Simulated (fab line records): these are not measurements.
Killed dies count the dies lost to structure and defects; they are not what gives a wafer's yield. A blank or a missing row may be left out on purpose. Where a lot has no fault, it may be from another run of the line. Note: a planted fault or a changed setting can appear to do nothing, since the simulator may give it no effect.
Chamber matching    flow n5 finfet    4 sister chambers for N5_BEOL_M0_SAQP_ETCH_106 on rie diel-03
The step etches SOC in N2/H2, stops on SiNx, target depth 150 nm. 4 wafers are shown with their chamber, then 8 later ones without.

== WAFERS, EACH WITH ITS CHAMBER ==
wafer   chamber  showerhead plenum p Torr (Torr)
L081.3  3        2.62
L083.4  2        2.51
L083.6  0        2.55
L092.1  1        2.49

== WAFERS WITHOUT THEIR CHAMBER ==
wafer   showerhead plenum p Torr (Torr)
L092.3  2.61
L092.4  2.50
L093.1  2.50
L093.5  2.49
L093.6  2.54
L094.2  2.54
L094.3  2.49
L094.5  2.49

== CHAMBER TAKEN BY EACH ==
wafer   from the rows above      in truth
L092.3  3                        3
L092.4  can't be placed: 1 or 2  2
L093.1  can't be placed: 1 or 2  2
L093.5  1                        1
L093.6  0                        0
L094.2  0                        0
L094.3  1                        1
L094.5  1                        1
6 of 8 placed correctly. Not placeable from these rows: 2 (in 2, the candidates include the true chamber). 0 placed wrongly.
How it was worked out, from the rows above alone: a wafer's distance from a chamber is the root of the sum, over the readings, of the square of ((its reading less the chamber's mean) divided by the reading's scatter). The wafer belongs to the nearest chamber; if the next one is less than 2 further off, it can't be placed. Each chamber's mean is taken over the wafers shown for it. The scatter: root of mean squared gap, hidden wafer to nearest shown wafer, with one shown wafer a chamber.
